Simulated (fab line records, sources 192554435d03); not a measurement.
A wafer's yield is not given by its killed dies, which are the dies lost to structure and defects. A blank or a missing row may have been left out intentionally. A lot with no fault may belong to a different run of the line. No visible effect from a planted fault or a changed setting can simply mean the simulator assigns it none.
fab line records -- flow n5-finfet
record lots=4, wafers=12, last-day=17
route steps=1938 shown MOL_CONTACT_COAG@520 BEOL_M4@1111 PASSIVATION@1936
lots that met no fault: from a run of the same line without faults
start-h: hours from the record's opening day to when the first of the lot's shown wafers began -- wait-h: time in hours since the lot's previous step -- " same as the row above -- L1.1+2: several wafers, shown together as one row -- - no value, or no start was given -- * or withheld: withheld -- < > ~ a bound
route shown NAME@n: a module of which the file shows steps, and the number in the route of the first -- usual: mean/standard deviation of fault-free wafers -- same: alike in all rows -- chamber/n: place in a boat -- sites: the reading at each site -- _std_site: the values' standard deviation -- _edge_site: the outer-site mean with the inner-site mean subtracted -- radius-mm: how far each site lies from the wafer's centre -- mask NAME#n: copy n -- behind: the last tool/chamber to shape the wafer -- hold: why the lot went on hold/how many hours it stayed there/how the hold came to an end -- device: the n, p or np transistor that did not switch -- end of line: tests of these same wafers at the route's end -- a step without rows: its recipe alone -- killed: dies that structure and defects cost at the first sort, which is not the same as the wafer's yield -- map: dies across one wafer; x = killed, . = not, _ = none there
set.NAME: the setting as run; set.NAME@STEP: as run at that earlier step -- model.NAME: the simulator's own value behind a step, which no gauge read
lots seen at some steps along the route; tables by step, rows by wafer
services: the hour from which a tool's chamber was out of use, counted from the record's first day as start-h (under 0 if before that day), plus the number of hours and why
## steps
# step N5_MOL_CONTACT_COAG_COAT_02
# recipe resist=CAR-EUV, spin-rpm=1500, resist-thk-nm=30
# step N5_MOL_CONTACT_COAG_EBR_04
# recipe solvent=PGMEA, ebr-width-mm=1.5
# step N5_MOL_CONTACT_COAG_SOFTBAKE_03
# recipe temp-c=110, time-s=60, resist=CAR-EUV
# step N5_MOL_CONTACT_COAG_EXPOSE_05
# recipe mask-id=CA, na=0.33, source-shape=annular, sigma-inner=0.4, sigma-outer=0.8, polarization=unpolarized, defocus-nm=0, dose-mj=38.25
# step N5_MOL_CONTACT_COAG_PEB_06
# recipe peb-temp-c=100, peb-time-s=60, resist=CAR-EUV
# step N5_MOL_CONTACT_COAG_DEVELOP_07
# recipe develop-time-s=30, developer=TMAH, resist=CAR-EUV, rinse-liquid=surfactant-rinse, dry=air-spin, dev-temp-c=23
# step N5_MOL_CONTACT_COAG_DESCUM_13
# recipe chemistry=O2, time-s=7, source-power-w=50, bias-power-w=20, pressure-mtorr=20, rf-frequency-hz=2.712e+07, temp-c=40, resist=CAR-EUV, o2-flow-sccm=225
# step N5_MOL_CONTACT_COAG_ETCH_59
# recipe chemistry=N2/H2, target=underlayer, target-depth-a=130, mask-material=CAR-EUV, time-s=10.4, ion-energy-ev=200, pressure-mtorr=30, source-w=840, bias-w=150, n2-flow-sccm=200, h2-flow-sccm=200, ends=cleared
# step N5_MOL_CONTACT_COAG_ETCH_105
# recipe chemistry=CF4, target=SiARC, target-depth-a=156, mask-material=CAR-EUV, time-s=26, ion-energy-ev=80, pressure-mtorr=40, source-w=545, bias-w=36, Ar_flow_sccm=100, cf4-flow-sccm=100, ends=cleared
# step N5_MOL_CONTACT_COAG_ETCH_106
# recipe chemistry=N2/H2, target=SOC, target-depth-a=800, overetch-a=160, mask-material=SiARC, temp-c=40, time-s=120, ion-energy-ev=200, pressure-mtorr=30, source-w=840, bias-w=150, n2-flow-sccm=200, h2-flow-sccm=200
# usual chamber-pressure-mTorr=30.001/0.026, drypump-motor-current-A=5.7/0.33, h2-flow-sccm=199.8/0.55, n2-flow-sccm=200.0/0.6, oes-product-au=0.73/0.081, rf-fwd-power-W=836.2/2.5, rf-vpp-V=525.2/2.1, showerhead-plenum-p-Torr=2.59/0.07, throttle-valve-pct=17.65/0.28
# same time-s=120
lot.wafer,tool,chamber,start-h,wait-h,chamber-pressure-mTorr,drypump-motor-current-A,h2-flow-sccm,n2-flow-sccm,oes-product-au,rf-fwd-power-W,rf-hours-counter-h,rf-vpp-V,showerhead-plenum-p-Torr,throttle-valve-pct,model.etch.depth-nm,model.SiARC_of_MOL_CONTACT_COAG_COAT_104.thk-nm,model.MOL_CONTACT_COAG.cd-offset-nm
L950.1,rie-diel-05,1,105.46,0.0,30.026,5.7,201.0,199.6,0.69,838.7,106,526.4,2.67,17.53,80.19,6.4,0.2
L950.5,rie-diel-05,1,105.46,0.0,30.027,5.6,199.7,200.2,0.68,833.5,-,527.3,2.67,17.55,80.2,6.2,0.2
L950.6,rie-diel-05,0,105.46,0.0,29.935,5.1,198.7,200.7,0.63,835.3,-,520.9,2.40,18.23,80.11,6.6,0
L963.1,rie-diel-05,0,182.96,0.0,30.041,5.1,199.3,199.9,0.80,836.2,16,529.2,2.72,17.85,80.12,6.4,0
L963.4,rie-diel-05,3,182.96,0.0,29.978,5.9,199.9,201.1,0.59,836.9,243,521.8,2.51,18.01,79.93,6.4,-0.2
L963.5,rie-diel-05,1,182.96,0.0,30.018,5.7,200.4,200.1,0.65,634.5,-,577.4,2.66,17.60,76.86,7.2,-0.6
L964.4,rie-diel-05,2,190.45,0.0,30.046,5.8,200.4,199.1,0.81,840.1,25,523.8,2.60,17.17,80.22,6.2,-0.2
L964.5,rie-diel-05,1,190.45,0.0,29.997,5.7,200.4,200.6,0.64,634.5,-,577.8,2.66,17.61,76.81,7.2,-0.8
L964.6,rie-diel-05,0,190.45,0.0,30.012,5.0,200.0,200.8,0.80,833.8,-,528.8,2.71,17.84,80.26,6.4,-0.2
L967.2,rie-diel-04,1,210.74,0.0,29.963,6.0,200.0,199.6,0.76,842.1,70,525.7,2.58,17.38,80.54,6.2,0
L967.5,rie-diel-04,3,210.74,0.0,30.013,5.6,199.2,199.4,0.82,832.3,-,524.0,2.59,17.41,80.34,6.2,0.2
L967.6,rie-diel-04,2,210.74,0.0,30.023,5.9,199.7,200.9,0.71,839.1,-,524.6,2.57,18.05,80.27,6.4,0
# step N5_MOL_CONTACT_COAG_STRIP_107
# recipe chemistry=N2/H2, temp-c=40, n2-flow-sccm=200, h2-flow-sccm=200, rf-frequency-hz=6e+07
# step N5_MOL_CONTACT_COAG_STRIP_108
# recipe chemistry=N2/H2, temp-c=40, n2-flow-sccm=200, h2-flow-sccm=200, rf-frequency-hz=6e+07
# step N5_MOL_CONTACT_COAG_CONTACT_ETCH_14
# recipe chemistry=C4F6/O2, target=SiO2, target-depth-a=275, overetch-a=85, mask-material=SOC, pressure-mtorr=30, source-w=370, bias-w=185, Ar_flow_sccm=300, C4F6_flow_sccm=16, O2_flow_sccm=10, time-s=20, ion-energy-ev=259.6
# step N5_MOL_CONTACT_COAG_STRIP_109
# recipe chemistry=C4F6/O2, resist=SiARC, rf-frequency-hz=6e+07
# step N5_MOL_CONTACT_COAG_ETCH_15
# recipe chemistry=CH3F/O2, target=SiNx, target-depth-a=70, mask-material=SOC, stop-on=Si:P, over-etch-frac=0.75, ion-energy-ev=120, pressure-mtorr=30, source-w=395, bias-w=73, Ar_flow_sccm=150, CH3F_flow_sccm=30, O2_flow_sccm=20
# step N5_MOL_CONTACT_COAG_ETCH_110
# recipe chemistry=CF4/O2, target=Si, target-depth-a=25, time-s=8, pressure-mtorr=100, source-w=200, bias-w=12, ion-energy-ev=60, Ar_flow_sccm=100, cf4-flow-sccm=100, O2_flow_sccm=10
# usual cf4-flow-sccm=100.03/0.29, chamber-pressure-mTorr=100.00/0.088, drypump-motor-current-A=5.7/0.32, oes-product-au=0.82/0.095, rf-fwd-power-W=198.3/0.71, rf-vpp-V=128.4/1.5, showerhead-plenum-p-Torr=2.26/0.058, throttle-valve-pct=10.59/0.28
# same time-s=8
lot.wafer,tool,chamber,start-h,wait-h,cf4-flow-sccm,chamber-pressure-mTorr,drypump-motor-current-A,oes-product-au,rf-fwd-power-W,rf-hours-counter-h,rf-vpp-V,showerhead-plenum-p-Torr,throttle-valve-pct,model.MOL_CONTACT_COAG.cd-offset-nm
L950.1,rie-diel-05,1,105.65,0.0,100.24,100.00,5.7,0.78,198.4,106,129.5,2.33,10.52,0
L950.5,rie-diel-05,1,105.65,0.0,100.20,100.04,5.6,0.77,197.4,-,129.3,2.33,10.54,0.2
L950.6,rie-diel-05,0,105.65,0.0,99.67,100.05,5.1,0.70,196.8,-,127.2,2.11,11.22,0
L963.1,rie-diel-05,0,183.15,0.0,99.73,100.24,5.1,0.91,197.7,17,127.9,2.36,10.53,0
L963.4,rie-diel-05,3,183.15,0.0,100.26,100.12,5.9,0.65,199.2,243,129.4,2.19,11.06,-0.2
L963.5,rie-diel-05,1,183.15,0.0,100.35,100.00,5.6,0.74,197.4,-,129.8,2.32,10.62,-0.4
L964.4,rie-diel-05,2,190.65,0.0,99.99,100.04,5.8,0.91,198.0,25,127.0,2.26,10.15,-0.2
L964.5,rie-diel-05,1,190.65,0.0,99.86,99.93,5.7,0.74,198.6,-,130.3,2.32,10.63,-0.6
L964.6,rie-diel-05,0,190.65,0.0,100.38,99.87,5.0,0.90,197.6,-,126.7,2.36,10.52,0
L967.2,rie-diel-04,1,210.93,0.0,99.94,100.11,6.0,0.84,199.1,70,127.8,2.26,10.38,0
L967.5,rie-diel-04,3,210.93,0.0,100.60,99.94,5.6,0.92,198.4,-,127.5,2.27,10.29,0.4
L967.6,rie-diel-04,2,210.93,0.0,99.51,100.10,6.0,0.79,197.8,-,127.5,2.24,10.83,0
# step N5_MOL_CONTACT_COAG_STRIP_98
# recipe chemistry=N2/H2, power-w=500, temp-c=40, pressure-mtorr=50, rf-frequency-hz=6e+07, overash-fraction=0.3, bias-power-w=8, h2-frac=0.5, n2-flow-sccm=300, h2-flow-sccm=300
# step N5_MOL_CONTACT_COAG_IMPLANT_129
# recipe species=Ge, energy-kev=3, dose-cm2=6e+14, tilt-deg=0, rotation-deg=0
# step N5_MOL_CONTACT_COAG_PRECLEAN_111
# recipe chemistry=NF3:NH3, afs-cycles=1, temp-c=30, time-s=20, sublimation-temp-c=180, sublimation-time-s=60, pressure-torr=3, rf-power-w=30
# step N5_MOL_CONTACT_COAG_TI_SIL_19
# recipe material=Ti, target-thk-a=42, temp-c=200, chamber-pressure-pa=5, power-w=5000, time-s=15
# step N5_MOL_CONTACT_COAG_ALD_20
# recipe material=TiN, target-thk-a=15, temp-c=400, ald-precursor-family=TiCl4, ald-co-reactant=NH3, pulse-time-s=1, purge-time-s=3, co-reactant-purge-time-s=2, co-reactant-pulse-time-s=2, ald-cycles=68, pressure-torr=3
# step N5_MOL_CONTACT_COAG_SIL_ANNEAL_21
# recipe temp-c=550, time-s=60, ambient=N2
# step N5_MOL_CONTACT_COAG_PRE_CLEAN_141
# recipe gas=H2/He, time-s=60, temp-c=300
# step N5_MOL_CONTACT_COAG_SPUTTER_143
# recipe material=Co, target-thk-a=25, temp-c=25, chamber-pressure-pa=0.2
# step N5_MOL_CONTACT_COAG_CO_FILL_22
# recipe material=Co, target-thk-a=200, temp-c=200, precursor=CCTBA/H2, pressure-torr=30
# step N5_MOL_CONTACT_COAG_ANNEAL_113
# recipe temp-c=400, time-s=300, ambient=H2/N2
# step N5_MOL_CONTACT_COAG_PRE_CLEAN_142
# recipe gas=H2/He, time-s=60, temp-c=300
# step N5_MOL_CONTACT_COAG_SPUTTER_130
# recipe material=Co, target-thk-a=475, temp-c=25, chamber-pressure-pa=0.5, power-w=3000
# step N5_MOL_CONTACT_COAG_PRECLEAN_125
# recipe chemistry=DIW, time-s=57.5, temp-c=23
# step N5_MOL_CONTACT_COAG_SRD_126
# recipe dry-time-s=32, dry=n2-spin, spin-rpm=1500
# step N5_MOL_CONTACT_COAG_CMP_23
# recipe stop-on=SiO2, t-overpolish-s=1.5, post-cmp-clean=cu-alkaline, down-force-psi=2, platen-rpm=50.289, pad-velocity-m-s=1.0006, target-thk-nm=0
# step N5_MOL_CONTACT_COAG_WET_ETCH_26
# recipe target=Co, target-depth-nm=13
# step N5_MOL_CONTACT_COAG_WET_ETCH_116
# recipe chemistry=SC1-inhibited, target-depth-nm=4.6, dry=ipa-marangoni, rinse-time-s=30, rinse-temp-c=23
# step N5_MOL_CONTACT_COAG_ALD_27
# recipe material=SiOC, target-thk-a=170, temp-c=400, ald-precursor-family=carbosiloxane, ald-co-reactant=H2-plasma, pulse-time-s=1.5, time-s=2720, purge-time-s=2, co-reactant-purge-time-s=2, ald-cycles=340, pressure-torr=2
# step N5_MOL_CONTACT_COAG_CMP_28
# recipe stop-on=SiNx, t-overpolish-s=0.85, post-cmp-clean=alkaline-brush, down-force-psi=4.15, platen-rpm=51.8, pad-velocity-m-s=1.0307, target-thk-nm=14.522
# step N5_BEOL_M4_RC_MEAS_101
# usual DIBL_N=36.3/1.4, DIBL_P=36.2/1.5, IOFF_N=0.160/0.021, IOFF_P=0.211/0.027, ION_N=676/7.7, ION_P=463/5.5, RC_DENSE_N=19.1/0.33, RC_DENSE_P=23.8/0.42, RC_N=15.54/0.26, RC_P=19.4/0.32, SS_N=71.4/0.57, SS_P=73.3/0.58, VT_N=249.3/2.5, VT_P=-250.1/2.6
lot.wafer,tool,chamber,start-h,wait-h,DIBL_N[mV/V],DIBL_P[mV/V],IOFF_N[nA/um],IOFF_P[nA/um],ION_N[uA/um],ION_P[uA/um],RC_DENSE_N[ohm.um],RC_DENSE_P[ohm.um],RC_N[ohm.um],RC_P[ohm.um],SS_N[mV/dec],SS_P[mV/dec],VT_N[mV],VT_P[mV]
L950.1,prober-02,0,183.55,0.0,39.3,40.3,0.204,0.276,684,468,18.9,23.6,15.48,19.3,72.2,74.4,247.3,-245.4
L950.5,prober-02,0,183.55,0.0,37.5,37.0,0.157,0.220,679,463,19.1,23.9,15.69,19.4,71.8,74.5,250.5,-245.8
L950.6,prober-02,0,183.55,0.0,37.5,37.4,0.174,0.225,678,458,19.0,23.8,15.60,19.4,71.0,74.0,248.4,-248.4
L963.1,prober-01,0,265.43,0.0,36.7,36.4,0.168,0.226,667,460,19.5,24.3,15.81,19.7,71.3,73.5,250.0,-250.0
L963.4,prober-01,0,265.43,0.0,37.6,36.9,0.180,0.233,680,463,19.4,24.3,15.94,19.8,72.1,73.8,248.1,-250.6
L963.5,prober-01,0,265.43,0.0,37.4,37.1,0.182,0.235,673,462,20.2,25.4,16.45,20.7,71.6,73.4,247.5,-249.8
L964.4,prober-02,0,266.12,0.5,35.7,34.3,0.151,0.187,678,461,19.7,24.8,16.04,20.1,71.4,73.4,248.5,-252.5
L964.5,prober-02,0,266.12,0.5,36.9,36.2,0.186,0.221,686,464,20.3,25.5,16.53,20.8,71.2,73.2,245.8,-249.5
L964.6,prober-02,0,266.12,0.5,35.0,33.3,0.149,0.179,677,460,19.4,24.1,15.65,19.7,70.6,72.4,249.8,-250.6
L967.2,prober-02,0,297.07,0.2,36.4,37.7,0.155,0.221,668,462,19.4,24.0,15.73,19.6,71.0,73.7,248.5,-249.1
L967.5,prober-02,0,297.07,0.2,34.5,35.2,0.124,0.180,679,466,18.8,23.3,15.31,19.1,70.7,72.7,250.1,-251.3
L967.6,prober-02,0,297.07,0.2,34.5,36.1,0.126,0.186,667,460,19.1,23.7,15.65,19.5,71.2,73.0,251.4,-252.6
# step N5_PASSIVATION_PROBE_49
# usual defect-limited-yield=91.3/1.4, killed_at_M0_to_M3=34/10, killed_at_M4_up=13/4.8, killed-at-contacts=12/6.1, killed-at-front-end=40/11, killed-at-other=3.7/2.8, killed-dies=103/16, killed-on-rim=13/3.6, killed-open=67/12, killed-short=34/7.4, sort_bin_5_function=5.1/0.95, sort_bin_6_memory=3.2/0.62, sort-n-pass=1077/16, sort-yield-pct=91.3/1.4
# same gross-dies=1180, killed-at-back-side=0, sort_bin_4_leakage[%]=0, sort_bin_8_speed[%]=0
lot.wafer,tool,chamber,start-h,wait-h,defect-limited-yield[%],killed_at_M0_to_M3,killed_at_M4_up,killed-at-contacts,killed-at-front-end,killed-at-other,killed-dies,killed-on-rim,killed-open,killed-short,sort_bin_5_function[%],sort_bin_6_memory[%],sort-n-pass,sort-yield-pct[%]
L950.1,prober-02,-,285.53,0.0,89.5,32,14,12,63,3,124,15,86,37,6.4,3.7,1056,89.5
L950.5,prober-02,-,285.73,0.2,91.1,45,22,7,24,7,105,18,77,28,5.7,2.9,1075,91.1
L950.6,prober-02,-,285.78,0.3,90.3,30,16,18,44,6,114,13,80,30,5.6,3.7,1066,90.3
L963.5,prober-02,-,371.93,0.2,67.0,21,9,332,27,0,389,27,42,22,30.5,1.9,791,67.0
L964.5,prober-01,-,371.96,0.2,64.2,33,11,324,54,1,423,22,71,39,33.1,2.3,757,64.2
# killed by level:class
L950.1 STI_FIN_REVEAL:geometric-particle:open=17 FIN_SAQP:geometric-particle:open=15 FIN_SAQP:geometric-particle:short=10 MOL_CONTACT_COAG:geometric-particle:open=10 BEOL_M2:geometric-particle:open=8 BEOL_M0:geometric-particle:open=6 STI_FIN_REVEAL:geometric-particle:short=5 BEOL_M1:geometric-particle:short=5
L950.5 BEOL_M4:geometric-particle:open=12 BEOL_M0:geometric-particle:open=11 BEOL_M0_SAQP:geometric-particle:open=8 BEOL_M0_SAQP:geometric-particle:short=8 MOL_CONTACT_COAG:geometric-particle:open=6 STI_FIN_REVEAL:geometric-particle:open=5 BEOL_M2:geometric-particle:open=5 FIN_SAQP:geometric-particle:open=4
L950.6 MOL_CONTACT_COAG:geometric-particle:open=14 FIN_SAQP:geometric-particle:open=13 GATE_CUT:geometric-particle:open=8 BEOL_M4:geometric-particle:open=8 FIN_SAQP:geometric-particle:short=5 BEOL_M1:geometric-particle:open=5 GATE_CUT:geometric-particle:short=4 MOL_CONTACT_COAG:geometric-particle:short=4
L963.5 MOL_CONTACT_COAG:area-etch=324 FIN_SAQP:geometric-particle:open=7 FIN_SAQP:geometric-particle:short=6 MOL_CONTACT_COAG:geometric-particle:open=6 BEOL_M0_SAQP:geometric-particle:short=5 BEOL_M3:geometric-particle:open=5 STARTING-WAFER:geometric-particle:open=5 BEOL_M0_SAQP:geometric-particle:open=4
L964.5 MOL_CONTACT_COAG:area-etch=312 FIN_SAQP:geometric-particle:short=11 STI_FIN_REVEAL:geometric-particle:open=11 MOL_CONTACT_COAG:geometric-particle:open=10 BEOL_M0:geometric-particle:open=9 BEOL_M2:geometric-particle:open=7 FIN_SAQP:geometric-particle:open=6 BEOL_M4:geometric-particle:open=6
# map L963.5 (x killed, . not)
_________________....x.......________________
______________..............x..._____________
___________........x...............__________
__________......x..xx.x..x..x.....x._________
________.....xx......x.xx............._______
_______....x..........xxx....x.....x...______
______.......x.xx........x......x....x.._____
_____.xxx.......x.......x.........x......____
____xxxx.......xx...x..............xx.....___
___x.x.......x...x......xx.....x.xxx.......__
___..x....xxxx.x.x......xx......xxxx.......__
__..xxx.....xxxxxxx..xx.x.x...xx..x.......x._
__...x..xx..xx..xx.xx..xx.x..x..x.xxx....xx._
_.xx...x.xxxxxx.x.xx.x.xxxxx........x.x......
_...x...xxxxxxx..x.x.x..x.xxx................
_....xxxxx.xxx....x............x.............
_x....xx.xx.x.....xxx....xxx..x.x............
_x......xxxx.x....x.xx....xxxx............x..
_.x..x...xx.x.x...xxx......xxxxx...x.........
_x....x.x.xxx...x.x..xx..x.xxxxx..x.......x..
_x.......xxx........xx..x.x..x.....x....x....
__.....x.xxxx.............xxxxx.....x.x....._
__....x...x...........xxxxxxxxxx.x.x........_
___.............x..xxx.x.xxxxxxx.xx.xx.x...__
___.........x....x...xxxxxxxxxx...xxx....x.__
____..x......x...x.x.xx.xxxxxxx.x..x.x....___
_____...xx....xxxxxx.x.xxxxxx..x.x.......____
______x.xxx.x.x.xxxx.xxxxxxxx.....x....._____
_______xxx...x.xxxxxx.xxx.xx..x.x...x..______
________xxx.x.x.xx.xxxx...x.xx..x....._______
__________..xxx..x.xxxxxx.xx..xx...._________
___________...x...x.xxx............__________
______________xx....x..........x_____________
_________________.xx...x.....________________
# map L964.5 (x killed, . not)
_________________....x.......________________
______________.....x....x......._____________
___________.x..............x.......__________
__________..........x......x...x...._________
________.........x....x..x.x.........._______
_______x.............x.xxxx..x.........______
______.x.x.x....xx...............x.....x_____
_____..xx....x..xx.x....xx...............____
____x.x.xx.xxx.xxx.....x.........x........___
___..xxxxx.xx..xxx.xx....xx...xx.x.........__
___....x.xx..xxxx.xx....xxxxxx.xxx...x.....__
__.....x..xxx.xxxx.x.x.xxxxx.x.xx.xxx.x....._
__.......xxxx..xxxxxx.xx.xx...x.xxxxxxxx...._
_.x..x.x.xxx.xxx.xxx..xx.xx.x...x....x.......
_x...x..xxxxxx.x..x...xx..x.............x....
_.x..x..xx.xxxxx.x.xxx..x.....x.....x........
_..x...x.xx..x...x..........x.xxx....x......x
_.........x.x......xxxx.x..x..x........x.....
_x..x..x......x...xx.xxxx.x.x...xx..x...x....
_...x...xx........xxxx.xxxxxx...xx...........
_..x..x.xxx.....x.xx.x.x..x.x.x.....x........
__.....x.x.x..x...xx..x.xxxxx....x.x..xx...._
__...x.x..xxxxx.xx.xxx..xxxxxx.x.....x.xx..x_
___.....xx.xxx.x..x.xxxxxxxxxxx.x..xx......__
___......xxxx.xx.x.x.xx.xxxxxx.xxxx..x.....__
____....xx...x....xxxx..x.xxxxxxx.x..x.x..___
_____....x.....xxx.xx.xxxxxx.x.xxx..x.x..____
______..x....x...xx.xx.xxxxxx..x..x....x_____
_______x.x.x.....x..xxx..xxxxxxxxxx.x..______
________x.............xxx..x...xxxx..._______
__________...x...x.x.xx.x.xx..xx..x._________
___________...............x....xxx.__________
______________x......xx........._____________
_________________x.x....x....________________
## services
tool,chamber,start-h,hours,kind
rie-diel-04,1,104.02,9.3,repair
rie-diel-05,2,104.20,-,clean
rie-diel-05,2,104.20,-,consumable-replace:focus-ring
rie-diel-05,2,104.20,12.5,scheduled-down
rie-diel-05,2,104.20,12.5,vent-cycle
rie-diel-05,0,116.69,-,clean
rie-diel-05,0,116.69,-,consumable-replace:focus-ring
rie-diel-05,0,116.69,-,consumable-replace:showerhead
rie-diel-05,0,116.69,19.2,scheduled-down
rie-diel-05,0,116.69,19.2,vent-cycle
rie-diel-05,2,132.80,6.0,repair
rie-diel-04,3,137.04,-,clean
rie-diel-04,3,137.04,-,consumable-replace:focus-ring
rie-diel-04,3,137.04,17.2,scheduled-down
rie-diel-04,3,137.04,17.2,vent-cycle
rie-diel-05,3,204.47,-,clean
rie-diel-05,3,204.47,-,consumable-replace:focus-ring
rie-diel-05,3,204.47,40.2,scheduled-down
rie-diel-05,3,204.47,40.2,vent-cycle
## key
first-sign step=N5_MOL_CONTACT_COAG_ETCH_106, reading=rf-fwd-power-W, direction=down, sigmas=81, usual=*, struck=*
effect step=N5_MOL_CONTACT_COAG_ETCH_106, reading=rf-vpp-V, direction=up, sigmas=25, usual=525.2, struck=577.6
effect step=N5_BEOL_M4_RC_MEAS_101, reading=RC_P, direction=up, sigmas=4.3, usual=19.4, struck=20.8
effect step=N5_BEOL_M4_RC_MEAS_101, reading=RC_DENSE_P, direction=up, sigmas=4, usual=23.8, struck=25.4
effect step=N5_BEOL_M4_RC_MEAS_101, reading=RC_DENSE_N, direction=up, sigmas=3.7, usual=19.1, struck=20.3
effect step=N5_BEOL_M4_RC_MEAS_101, reading=RC_N, direction=up, sigmas=3.7, usual=15.54, struck=16.49
effect step=N5_PASSIVATION_PROBE_49, reading=killed-at-contacts, direction=up, sigmas=51, usual=12, struck=328
model-effect step=N5_MOL_CONTACT_COAG_ETCH_106, value=etch.depth-nm, without=80.2, struck=76.83
model-effect step=N5_MOL_CONTACT_COAG_ETCH_110, value=MOL_CONTACT_COAG.cd-offset-nm, without=0, struck=-0.5
more-kills-born-at N5_MOL_CONTACT_COAG_ETCH_106@rie-diel-05=636
met-at N5_MOL_CONTACT_COAG_ETCH_106
struck-wafers L963.5,L964.5
onset-between 105.46 182.96
fault kind=process-parameter-drift, tool=rie-diel-05, chamber=1, onset-h=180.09, steps=N5_MOL_CONTACT_COAG_ETCH_106, channel=source-w, offset=-201.6, shape=step, end-h=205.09, acts-in=these-recipes-only, stated=840
